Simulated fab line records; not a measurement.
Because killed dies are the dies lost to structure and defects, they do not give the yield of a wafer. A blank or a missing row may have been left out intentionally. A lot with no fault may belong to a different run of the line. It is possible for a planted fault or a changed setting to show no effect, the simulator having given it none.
fab line records	flow n5-finfet
[record] lots = 7	wafers = 18	last-day = 17
route steps=1938 shown MIM_TOP_LITHO@1847 MIM_TOP_ETCH@1851 MIM_BOT_LITHO@1854
lots that met no fault: taken from a fault-free run of the same line
start-h: hours from the record's opening day to when the first of the lot's shown wafers began	wait-h: hours from the lot's prior step to this one	" identical to the entry in the row above	L1.1+2: several wafers, shown together as one row	- no value, or no start was given	* or withheld: withheld	< > ~ a bound
route shown NAME@n: NAME is a module with steps in the file, n the number in the route of the first one	usual: mean/standard deviation of fault-free wafers	same: alike in all rows	chamber/n: place in a boat	sites: per-site readings	_std_site: their standard deviation	_edge_site: inner sites' mean taken away from outer sites' mean	radius-mm: how far each site lies from the wafer's centre	mask NAME#n: copy n	behind: the tool/chamber that last shaped the wafer	hold: why the lot was held/for how many hours/how that ended	device: the n, p or np transistor that did not switch	end of line: at the end of the route, the tests of the same wafers	where a step has no rows: the recipe by itself	killed: count of dies lost to structure and defects at first sort (not the wafer's yield)	map: a wafer's dies, x killed, . not, _ none there
set.NAME: setting as actually run; set.NAME@STEP: the setting as run at that earlier step	model.NAME: the simulator's own value behind a step, which no gauge read
certain route steps with their lots: each step a table, each wafer a row
services: from which hour (start-h, from the record's first day; less than 0 if before it) a tool's chamber was out of use, for how many hours, and why
[[steps]]
[step N5_MIM_TOP_LITHO_CD_MEAS_08]
[recipe] target-cd-nm = 2000	landing-energy-ev = 500	detector = se-inlens
[usual] cd-nm = 1999.9/1.3
lot.wafer	tool	chamber	start-h	wait-h	cd-nm
L992.3	cd-sem-01	0	294.48	-	1999.9
L992.4	"	0	"	"	1998.4
L992.5	"	0	"	"	1999.3
L995.2	cd-sem-01	0	327.67	-	2000.0
L995.4	"	0	"	"	2000.7
L995.6	"	0	"	"	2001.7
L102.4	cd-sem-02	0	367.40	-	1998.8
L102.6	"	0	"	"	2000.1
L103.4	cd-sem-01	0	371.60	-	2001.3
L103.6	"	0	"	"	2001.2
L104.2	cd-sem-03	0	383.54	-	2001.4
L104.6	"	0	"	"	1999.6
L106.1	cd-sem-01	0	387.99	-	1999.2
L106.4	"	0	"	"	2001.1
L106.6	"	0	"	"	1999.9
L108.3	cd-sem-02	0	401.34	-	1998.6
L108.4	"	0	"	"	1999.1
L108.5	"	0	"	"	2000.7
[step N5_MIM_TOP_LITHO_OVL_MEAS_11]
[recipe] points-per-wafer = 44
[usual] MIM_TOP_OVL = 1/4.8
lot.wafer	tool	chamber	start-h	wait-h	MIM_TOP_OVL[nm]
L992.3	overlay-01	0	294.51	0.0	8
L992.4	"	0	"	"	9
L992.5	"	0	"	"	8
L995.2	overlay-02	0	327.70	0.0	2
L995.4	"	0	"	"	0
L995.6	"	0	"	"	-1
L102.4	overlay-01	0	367.42	0.0	2
L102.6	"	0	"	"	-8
L103.4	overlay-02	0	371.63	0.0	-5
L103.6	"	0	"	"	-6
L104.2	overlay-02	0	383.57	0.0	-9
L104.6	"	0	"	"	1
L106.1	overlay-01	0	388.02	0.0	7
L106.4	"	0	"	"	0
L106.6	"	0	"	"	0
L108.3	overlay-01	0	401.37	0.0	-1
L108.4	"	0	"	"	-6
L108.5	"	0	"	"	1
[step N5_MIM_TOP_LITHO_INSPECT_12]
[recipe] mode = adi	inspect-instrument = macro
[usual] raw-defect-count = 2.4/1.6
lot.wafer	tool	chamber	start-h	wait-h	raw-defect-count
L992.3	defect-inspect-01	-	294.54	0.0	0
L992.4	"	-	"	"	2
L992.5	"	-	"	"	2
L995.2	defect-inspect-02	-	327.72	0.0	1
L995.4	"	-	"	"	1
L995.6	"	-	"	"	2
L102.4	defect-inspect-02	-	367.45	0.0	2
L102.6	"	-	"	"	4
L103.4	defect-inspect-01	-	371.65	0.0	1
L103.6	"	-	"	"	2
L104.2	defect-inspect-01	-	383.60	0.0	2
L104.6	"	-	"	"	3
L106.1	defect-inspect-02	-	388.04	0.0	7
L106.4	"	-	"	"	1
L106.6	"	-	"	"	3
L108.3	defect-inspect-02	-	401.40	0.0	6
L108.4	"	-	"	"	1
L108.5	"	-	"	"	2
[step N5_MIM_TOP_LITHO_DESCUM_10]
[recipe] chemistry = O2	time-s = 7.9	source-power-w = 50	bias-power-w = 20	pressure-mtorr = 20	rf-frequency-hz = 2.712e+07	temp-c = 40	o2-flow-sccm = 225
[usual] chamber-pressure-mTorr = 20.001/0.021	drypump-motor-current-A = 5.8/0.37	oes-product-au = 0.82/0.094	rf-fwd-power-W = 49.67/0.21	rf-vpp-V = 243.2/1.1	showerhead-plenum-p-Torr = 2.08/0.051	throttle-valve-pct = 20.39/0.23
lot.wafer	tool	chamber	start-h	wait-h	chamber-pressure-mTorr	drypump-motor-current-A	oes-product-au	rf-fwd-power-W	rf-hours-counter-h	rf-vpp-V	showerhead-plenum-p-Torr	throttle-valve-pct
L992.3	rie-diel-04	3	294.57	0.0	19.983	6.1	0.89	49.43	41	242.9	2.05	20.23
L992.4	"	0	"	"	20.015	5.4	0.93	49.35	10	242.6	2.06	20.10
L992.5	"	0	"	"	19.990	5.4	0.94	49.25	-	242.3	2.06	20.10
L995.2	rie-diel-03	2	327.83	0.1	19.992	5.8	0.67	49.72	238	242.9	2.06	20.68
L995.4	"	1	"	"	20.044	6.0	0.87	49.62	34	242.6	2.04	20.40
L995.6	"	1	"	"	20.008	6.0	0.88	49.58	-	243.4	2.04	20.41
L102.4	rie-diel-03	1	368.23	0.8	20.017	6.0	0.85	49.93	50	242.8	2.04	20.44
L102.6	"	3	"	"	20.050	6.2	0.89	50.01	-	242.4	2.03	20.18
L103.4	rie-diel-03	3	371.89	0.2	19.973	6.1	0.88	50.01	-	242.1	2.03	20.20
L103.6	"	0	"	"	20.002	5.5	0.90	49.60	-	244.7	2.12	20.10
L104.2	rie-diel-01	2	384.32	0.7	20.016	5.9	0.69	49.77	225	242.0	2.07	20.36
L104.6	"	0	"	"	19.982	6.5	0.78	49.74	-	246.7	2.19	20.59
L106.1	rie-diel-04	3	388.08	0.0	19.995	6.1	0.82	49.60	76	241.7	2.03	20.27
L106.4	"	2	"	"	19.973	5.2	0.96	49.61	4	242.4	2.05	20.37
L106.6	"	0	"	"	19.967	5.4	0.87	49.56	-	240.8	2.04	20.14
L108.3	rie-diel-01	3	401.43	0.0	20.026	6.1	0.77	49.72	128	242.1	2.10	20.65
L108.4	"	1	"	"	19.969	6.6	0.93	49.85	14	242.0	2.04	20.34
L108.5	"	3	"	"	20.000	6.1	0.77	49.74	-	243.3	2.10	20.65
[step N5_MIM_TOP_ETCH_ETCH_00]
[recipe] chemistry = Cl2/BCl3	target = TiN	target-depth-a = 385	ion-energy-ev = 150	pressure-mtorr = 10	icp-w = 1000	bias-w = 126	Cl2_flow_sccm = 53.25	bcl3-flow-sccm = 21.75	Ar_flow_sccm = 25
[usual] chamber-pressure-mTorr = 10.000/0.0087	drypump-motor-current-A = 6.0/0.41	mfc-cl2-sccm = 53.24/0.17	oes-product-au = 0.79/0.083	rf-fwd-power-W = 995/3.4	throttle-valve-pct = 22.61/0.15
lot.wafer	tool	chamber	start-h	wait-h	chamber-pressure-mTorr	drypump-motor-current-A	mfc-cl2-sccm	oes-product-au	rf-fwd-power-W	rf-hours-counter-h	throttle-valve-pct
L992.3	rie-metal-01	0	294.70	0.1	9.991	5.4	53.40	0.68	992	-	22.81
L992.4	"	1	"	"	10.001	5.3	53.13	0.94	990	-	22.34
L992.5	"	0	"	"	10.006	5.4	53.19	0.67	993	-	22.80
L995.2	rie-metal-03	1	327.92	0.1	9.992	6.0	53.59	0.86	989	17	22.53
L995.4	"	1	"	"	10.015	6.0	53.22	0.86	992	-	22.53
L995.6	"	0	"	"	9.994	6.5	53.35	0.80	993	-	22.60
L102.4	rie-metal-03	0	368.36	0.1	9.996	6.5	53.46	0.79	998	-	22.62
L102.6	"	0	"	"	10.003	6.5	53.09	0.78	998	-	22.62
L103.4	rie-metal-02	1	371.98	0.1	9.997	6.3	53.21	0.81	999	-	22.61
L103.6	"	1	"	"	9.996	6.3	53.33	0.81	995	-	22.61
L104.2	rie-metal-02	0	384.44	0.1	10.001	5.7	53.31	0.65	996	97	22.86
L104.6	"	0	"	"	10.013	5.8	53.37	0.65	990	-	22.88
L106.1	rie-metal-03	0	388.17	0.1	9.992	6.5	53.45	0.77	997	40	22.61
L106.4	"	1	"	"	10.000	6.0	53.13	0.82	997	-	22.52
L106.6	"	1	"	"	10.002	6.0	53.15	0.82	993	-	22.55
L108.3	rie-metal-03	0	401.56	0.1	9.999	6.5	53.51	0.78	991	-	22.61
L108.4	"	1	"	"	9.992	5.9	53.08	0.82	993	-	22.54
L108.5	"	0	"	"	10.002	6.5	53.25	0.78	992	-	22.63
[step N5_MIM_TOP_ETCH_STRIP_01]
[recipe] chemistry = O2	power-w = 600	temp-c = 60	pressure-mtorr = 30	rf-frequency-hz = 6e+07	bias-power-w = 0	overash-fraction = 0.5	o2-flow-sccm = 225
[usual] chamber-pressure-mTorr = 30.00/0.076	drypump-motor-current-A = 5.8/0.53	oes-product-au = 0.78/0.068	rf-vpp-V = 3.7/1.3	showerhead-plenum-p-Torr = 2.10/0.079	throttle-valve-pct = 16.70/0.2
lot.wafer	tool	chamber	start-h	wait-h	chamber-pressure-mTorr	drypump-motor-current-A	oes-product-au	rf-hours-counter-h	rf-vpp-V	showerhead-plenum-p-Torr	throttle-valve-pct
L992.3	rie-diel-02	3	294.80	0.1	30.02	6.6	0.87	47	6.6	2.14	16.45
L992.4	"	2	"	"	30.06	5.1	0.79	111	7.5	2.03	16.62
L992.5	"	2	"	"	30.06	5.1	0.78	-	3.5	2.03	16.53
L995.2	rie-diel-06	2	328.06	0.1	29.99	6.5	0.75	189	4.5	2.08	16.85
L995.4	"	1	"	"	30.05	5.5	0.72	222	2.4	1.98	16.70
L995.6	"	2	"	"	30.01	6.4	0.74	-	4.3	2.08	16.81
L102.4	rie-diel-05	3	368.77	0.4	29.98	5.8	0.86	-	2.4	2.22	16.54
L102.6	"	1	"	"	29.96	5.9	0.70	-	5.0	2.16	16.98
L103.4	rie-diel-05	1	372.18	0.2	30.02	5.8	0.70	-	4.4	2.16	16.97
L103.6	"	0	"	"	29.98	5.6	0.86	-	4.8	2.05	16.35
L104.2	rie-diel-06	1	384.58	0.1	30.01	5.5	0.68	243	3.3	1.97	16.71
L104.6	"	3	"	"	29.86	6.6	0.78	-	2.3	2.02	16.80
L106.1	rie-diel-02	3	388.31	0.1	30.09	6.6	0.82	79	3.6	2.13	16.53
L106.4	"	0	"	"	30.11	5.1	0.81	-	3.5	2.20	16.91
L106.6	"	2	"	"	30.00	5.0	0.77	-	5.7	2.02	16.65
L108.3	rie-diel-05	3	401.66	0.1	30.12	5.8	0.82	57	4.0	2.22	16.63
L108.4	"	2	"	"	30.12	5.4	0.69	246	3.1	2.06	17.13
L108.5	"	2	"	"	29.93	5.4	0.68	-	4.0	2.06	17.11
[step N5_MIM_TOP_ETCH_PECVD_03]
[recipe] material = SiNx	target-thk-a = 200	temp-c = 400	precursor = SiH4/NH3/N2	pressure-torr = 1.5	rf-w = 300	time-s = 17.6
[usual] heater-power-w = 684/79	rf-fwd-power-W = 297.6/1.2	showerhead-plenum-p-Torr = 5.13/0.067	throttle-valve-pct = 39.7/1.5
lot.wafer	tool	chamber	start-h	wait-h	heater-power-w	rf-fwd-power-W	showerhead-plenum-p-Torr	throttle-valve-pct
L992.3	pecvd-03	1	294.86	-	671	296.6	5.12	38.4
L992.4	"	2	"	"	834	299.9	5.04	38.7
L992.5	"	0	"	"	668	296.2	5.11	38.9
L995.2	pecvd-02	0	328.12	-	688	297.9	4.99	42.2
L995.4	"	0	"	"	683	296.8	5.00	42.3
L995.6	"	1	"	"	716	295.6	5.20	41.0
L102.4	pecvd-01	1	368.83	-	638	298.0	5.14	39.7
L102.6	"	0	"	"	600	297.6	5.17	40.1
L103.4	pecvd-01	0	372.25	-	634	298.5	5.17	39.8
L103.6	"	2	"	"	605	298.0	5.20	39.6
L104.2	pecvd-01	2	384.65	-	590	296.9	5.19	39.7
L104.6	"	1	"	"	566	296.9	5.16	39.6
L106.1	pecvd-02	0	388.37	-	611	298.1	5.00	42.0
L106.4	"	0	"	"	638	296.8	5.00	42.3
L106.6	"	2	"	"	801	294.9	5.17	36.9
L108.3	pecvd-03	2	401.72	-	810	297.9	5.06	39.2
L108.4	"	0	"	"	732	297.5	5.13	38.7
L108.5	"	1	"	"	657	298.6	5.10	38.2
[step N5_MIM_BOT_LITHO_HMDS_01]
[recipe] time-s = 60	temp-c = 120
[step N5_MIM_BOT_LITHO_COAT_02]
[recipe] spin-rpm = *	resist-thk-nm = *
[step N5_MIM_BOT_LITHO_EBR_04]
[recipe] solvent = PGMEA	ebr-width-mm = 1.5
[step N5_MIM_BOT_LITHO_SOFTBAKE_03]
[recipe] temp-c = 100	time-s = 90
[step N5_MIM_BOT_LITHO_EXPOSE_05]
[recipe] mask-id = MIM_BOT	na = 0.55	source-shape = conventional	sigma-outer = 0.8	polarization = unpolarized	dose-mj = 24.25
[step N5_MIM_BOT_LITHO_PEB_06]
[recipe] peb-temp-c = withheld	peb-time-s = *
lot.wafer	tool	chamber	start-h	wait-h
L992.3+4+5	litho-track-03	0	295.10	0.0
L995.2+4+6	litho-track-02	0	328.50	0.0
L102.4+6	litho-track-02	0	369.05	0.0
L103.4+6	litho-track-02	0	372.59	0.0
L104.2+6	litho-track-02	0	384.88	0.0
L106.1+4+6	litho-track-03	0	388.61	0.1
L108.3+4+5	litho-track-03	0	401.96	0.0
[step N5_MIM_BOT_LITHO_DEVELOP_07]
[recipe] develop-time-s = 60	rinse-liquid = diw	dry = air-spin	dev-temp-c = 21
[step N5_MIM_BOT_LITHO_HARDBAKE_09]
[recipe] temp-c = 130	time-s = 120
[step N5_MIM_BOT_LITHO_CD_MEAS_08]
[recipe] target-cd-nm = 3000	landing-energy-ev = 500	detector = se-inlens	polarity = opening
[usual] cd-nm = 2999.6/1.6
lot.wafer	tool	chamber	start-h	wait-h	cd-nm
L992.3	cd-sem-02	0	295.22	-	3001.3
L992.4	"	0	"	"	3000.5
L992.5	"	0	"	"	3000.1
L995.2	cd-sem-03	0	328.62	-	3001.9
L995.4	"	0	"	"	3001.3
L995.6	"	0	"	"	3001.3
L102.4	cd-sem-03	0	369.17	-	2999.6
L102.6	"	0	"	"	3005.3
L103.4	cd-sem-02	0	372.71	-	3000.7
L103.6	"	0	"	"	3007.6
L104.2	cd-sem-01	0	385.00	-	2998.0
L104.6	"	0	"	"	3006.4
L106.1	cd-sem-02	0	388.73	-	2998.5
L106.4	"	0	"	"	2998.8
L106.6	"	0	"	"	2998.6
L108.3	cd-sem-01	0	402.08	-	3000.8
L108.4	"	0	"	"	3000.1
L108.5	"	0	"	"	3001.0
[step N5_MIM_BOT_LITHO_OVL_MEAS_11]
[recipe] points-per-wafer = 44
[usual] MIM_BOT_OVL = -1/5
lot.wafer	tool	chamber	start-h	wait-h	MIM_BOT_OVL[nm]
L992.3	overlay-02	0	295.25	0.0	-4
L992.4	"	0	"	"	2
L992.5	"	0	"	"	0
L995.2	overlay-01	0	328.65	0.0	8
L995.4	"	0	"	"	8
L995.6	"	0	"	"	7
L102.4	overlay-02	0	369.20	0.0	1
L102.6	"	0	"	"	-4
L103.4	overlay-01	0	372.74	0.0	7
L103.6	"	0	"	"	-3
L104.2	overlay-02	0	385.03	0.0	-8
L104.6	"	0	"	"	-3
L106.1	overlay-01	0	388.76	0.0	10
L106.4	"	0	"	"	-3
L106.6	"	0	"	"	-3
L108.3	overlay-01	0	402.11	0.0	1
L108.4	"	0	"	"	-1
L108.5	"	0	"	"	0
[[services]]
tool	chamber	start-h	hours	kind
rie-diel-06	2	297.63	7.9	repair
rie-diel-05	3	298.23	8.0	repair
rie-diel-06	-	302.99	14.6	pm
pecvd-03	-	307.52	3.1	repair
pecvd-01	-	316.10	14.6	pm
rie-diel-02	0	316.48	3.8	repair
pecvd-02	2	325.63	3.6	repair
rie-diel-06	0	329.38	30.4	repair
rie-diel-02	0	333.06	3.4	repair
rie-diel-03	2	333.64	14.0	repair
rie-metal-03	0	334.30	4.0	repair
rie-diel-06	2	337.79	6.0	repair
rie-diel-04	0	346.07	5.5	repair
pecvd-03	-	350.19	1.3	repair
rie-diel-01	0	350.57	4.9	repair
rie-diel-02	2	359.03	13.7	repair
pecvd-03	-	365.61	4.8	repair
rie-diel-01	3	365.79	24.3	repair
rie-diel-05	2	368.61	5.7	repair
rie-diel-04	-	378.75	4.3	pm
rie-diel-01	1	381.65	11.7	repair
rie-diel-02	1	385.14	4.4	repair
pecvd-02	2	393.59	2.3	repair
rie-diel-03	1	393.71	5.3	repair
[[key]]
[first-sign] step = N5_MIM_BOT_LITHO_CD_MEAS_08	reading = cd-nm	direction = up	sigmas = 4.3	usual = 2999.6	struck = 3006.4
effect none on later readings
met-at N5_MIM_BOT_LITHO_PEB_06
struck-wafers L102.6,L103.6,L104.6
onset-between 328.50 369.05
[fault] kind = process-parameter-drift	tool = litho-track-02	chamber = -	onset-h = 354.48	steps = N5_MIM_BOT_LITHO_PEB_06	channel = peb-time-s	offset = *	shape = step	end-h = 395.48	scope = struck-wafers-only	acts-in = *	stated = *
